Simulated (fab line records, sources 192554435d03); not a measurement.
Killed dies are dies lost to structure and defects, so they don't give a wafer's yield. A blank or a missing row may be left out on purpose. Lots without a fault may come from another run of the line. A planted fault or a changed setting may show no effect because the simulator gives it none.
Split-lot experiment | flow n5_finfet | 7 lots, 21 wafers read, on a route of 1938 steps

THE SPLIT
At N5_BEOL_M11_PECVD_70 (deposits SiO2 from TEOS/O2, target thk 20 nm, time 22.7 s), the setting temp_c was moved away from the recipe's 400 C on 7 of the 21 wafers read, by -3.4% to +3.7%. The other wafers ran this setting at the recipe's value.

FROM THE SPLIT TO THE READING: what the file shows between them, 4 steps
- N5_BEOL_M11_TRENCH_ETCH_37: etches SiCOH lowk in C4F6/O2, target depth 148.83 nm, time 48 s (also split here: time_s)
- N5_BEOL_M11_ETCH_41: etches SiCN in CH3F/O2, target depth 42.6 nm, time 86 s (also split here: time_s)
- N5_BEOL_M11_STRIP_77: strips in N2/H2, time 10 s
- N5_BEOL_M11_OCD_MEAS_38

THE READING
SiO2_of_BEOL_M11_PECVD_70.thk_nm (the simulator's own value, which no gauge read), in nm, at N5_BEOL_M11_HM_STRIP_39 (strips TiN in peroxide tin strip, target depth 25 nm, time 158 s). The file gives no usual value for it. The 14 wafers here that ran the recipe average 19.5 nm, standard deviation 0.29 nm.

wafer  | tool, chamber at the split | temp_c as run, C | against the recipe | SiO2_of_BEOL_M11_PECVD_70.thk_nm, nm | against lot-mates on the recipe
L076.1 | pecvd-03, 2                | 400              | recipe             | 19.2                                 | -
L076.2 | pecvd-03, 0                | 389.3            | -2.7%              | 20.6                                 | +1.4
L076.6 | pecvd-03, 2                | 389.3            | -2.7%              | 21.2                                 | +2.0
L082.1 | pecvd-03, 0                | 400              | recipe             | 19.4                                 | -
L082.2 | pecvd-03, 2                | 400              | recipe             | 19.4                                 | -
L082.6 | pecvd-03, 1                | 400              | recipe             | 20                                   | -
L080.1 | pecvd-03, 0                | 400              | recipe             | 19.2                                 | -
L080.2 | pecvd-03, 1                | 386.3            | -3.4%              | 21.6                                 | +2.4
L080.4 | pecvd-03, 0                | 386.3            | -3.4%              | 21.4                                 | +2.2
L084.2 | pecvd-04, 2                | 409.1            | +2.3%              | 18                                   | -1.5
L084.3 | pecvd-04, 0                | 400              | recipe             | 19.2                                 | -
L084.5 | pecvd-04, 0                | 400              | recipe             | 19.8                                 | -
L089.2 | pecvd-04, 2                | 400              | recipe             | 19.2                                 | -
L089.5 | pecvd-04, 0                | 389.8            | -2.5%              | 20.8                                 | +1.5
L089.6 | pecvd-04, 2                | 400              | recipe             | 19.4                                 | -
L093.2 | pecvd-03, 2,1,0            | 400              | recipe             | 19.6                                 | -
L093.4 | pecvd-03, 2,1,0            | 400              | recipe             | 19.6                                 | -
L093.3 | pecvd-03, 2,1,0            | 400              | recipe             | 19.8                                 | -
L095.4 | pecvd-03, 1                | 400              | recipe             | 19.8                                 | -
L095.5 | pecvd-03, 1                | 400              | recipe             | 20                                   | -
L095.6 | pecvd-03, 0                | 414.8            | +3.7%              | 17.4                                 | -2.5
Where a row lists several chambers, the file gives one row for several wafers and doesn't say which wafer went through which chamber.

THE FIT
A straight line over all 21 wafers: SiO2_of_BEOL_M11_PECVD_70.thk_nm changes by -0.564 nm for each +1% of temp_c; r = -0.96; the points scatter about the line by 0.28 nm.
The same after taking each lot's own level away (the mean of its wafers on the recipe; 21 wafers): -0.656 nm for each +1%; r = -0.99; scatter 0.2 nm.
On that fit, the largest move of temp_c shifts the reading by 2.4 nm.
The lots' own levels span 19.20 to 19.90 nm, that is 2.4 times the standard deviation above.
So the lot-to-lot level changes the slope: the two fits differ.
Check: with one of the wafers moved furthest among these (+3.7%) left out of the fit, the line predicts -2.41 nm for it against its lot-mates. It came out at -2.5 nm against them.

OTHER SPLITS ON THESE WAFERS
These wafers also went through other splits before the reading. Each is held against what the fit with the lots' levels taken away leaves over:
other split on the same wafers    | wafers away from the commonest value | r with SiO2_of_BEOL_M11_PECVD_70.thk_nm (lot level and that fit taken away)
N5_BEOL_M11_ILD_DEP_00 time_s     | 11                                   | -0.05
N5_BEOL_M11_TRENCH_ETCH_37 time_s | 5                                    | -0.13
N5_BEOL_M11_ETCH_41 time_s        | 5                                    | +0.20

THE WHOLE CHAIN: every reading that the file lists as answering this split, in the file's order
step                    | what it does                                                     | reading                                                                           | change (the file's fit)               | r (the file's)
N5_BEOL_M11_PECVD_70    | deposits SiO2 from TEOS/O2, target thk 20 nm, time 22.7 s        | SiO2_of_BEOL_M11_PECVD_70.thk_nm (the simulator's own value, which no gauge read) | -0.634 nm for each +1% of the setting | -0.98
N5_BEOL_M11_HM_STRIP_39 | strips TiN in peroxide tin strip, target depth 25 nm, time 158 s | SiO2_of_BEOL_M11_PECVD_70.thk_nm (the simulator's own value, which no gauge read) | -0.653 nm for each +1% of the setting | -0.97

THE FILE'S OWN FIT
SiO2_of_BEOL_M11_PECVD_70.thk_nm changes by -0.653 nm for each +1% of temp_c, r = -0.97.
